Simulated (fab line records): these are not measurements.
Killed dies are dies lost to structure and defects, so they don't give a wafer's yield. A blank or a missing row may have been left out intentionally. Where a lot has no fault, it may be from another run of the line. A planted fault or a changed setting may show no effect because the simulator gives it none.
Matching of chambers    flow n5_finfet    N5_BEOL_M4_DEP_57 on pecvd-01: 3 sister chambers
The step deposits SiCN from 3MS/NH3, target thk 8 nm, time 14 s. 6 wafers are shown with their chamber, then 12 later ones without.

## WAFERS PAIRED WITH THEIR CHAMBERS
wafer   chamber  showerhead_plenum_p_Torr (Torr)  throttle_valve_pct (%)
L084.4  0        3.649                            9.4
L085.3  2        3.641                            9.4
L085.6  1        3.641                            8.9
L088.2  0        3.662                            9.1
L088.4  2        3.651                            9.0
L088.5  1        3.636                            8.8

## WAFERS WITH NO CHAMBER GIVEN
wafer   showerhead_plenum_p_Torr (Torr)  throttle_valve_pct (%)
L090.1  3.642                            8.8
L090.4  3.634                            8.5
L090.5  3.653                            9.3
L092.1  3.659                            9.3
L092.2  3.657                            9.0
L092.5  3.662                            9.7
L096.1  3.655                            9.0
L096.2  3.640                            9.1
L096.3  3.654                            9.4
L094.1  3.656                            9.3
L094.4  3.651                            9.2
L094.5  3.635                            8.7

## WHICH CHAMBER EACH WENT THROUGH
wafer   from the rows above           in truth
L090.1  can't be placed: 1 or 2       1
L090.4  can't be placed: 1 or 2       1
L090.5  can't be placed: 0 or 2       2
L092.1  can't be placed: 0 or 2       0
L092.2  can't be placed: 0 or 2 or 1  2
L092.5  can't be placed: 0 or 2       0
L096.1  can't be placed: 0 or 2 or 1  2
L096.2  can't be placed: 2 or 1 or 0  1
L096.3  can't be placed: 0 or 2       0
L094.1  can't be placed: 0 or 2       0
L094.4  can't be placed: 0 or 2 or 1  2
L094.5  can't be placed: 1 or 2       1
Placed correctly: 0 of 12. Not placeable from these rows: 12 (in 12, the candidates include the true chamber). 0 placed wrongly.
How it was worked out, from the rows above alone: a wafer's distance from a chamber is the root of the sum, over the readings, of the square of ((its reading less the chamber's mean) divided by the reading's scatter). The wafer belongs to the nearest chamber; if the next one is less than 2 further off, it can't be placed. For every chamber, the mean is computed from those of its wafers that are shown. How the scatter is found: for the shown wafers, subtract from each reading the mean of its chamber, square and add these, divide the total by (wafers less chambers), then take the root.
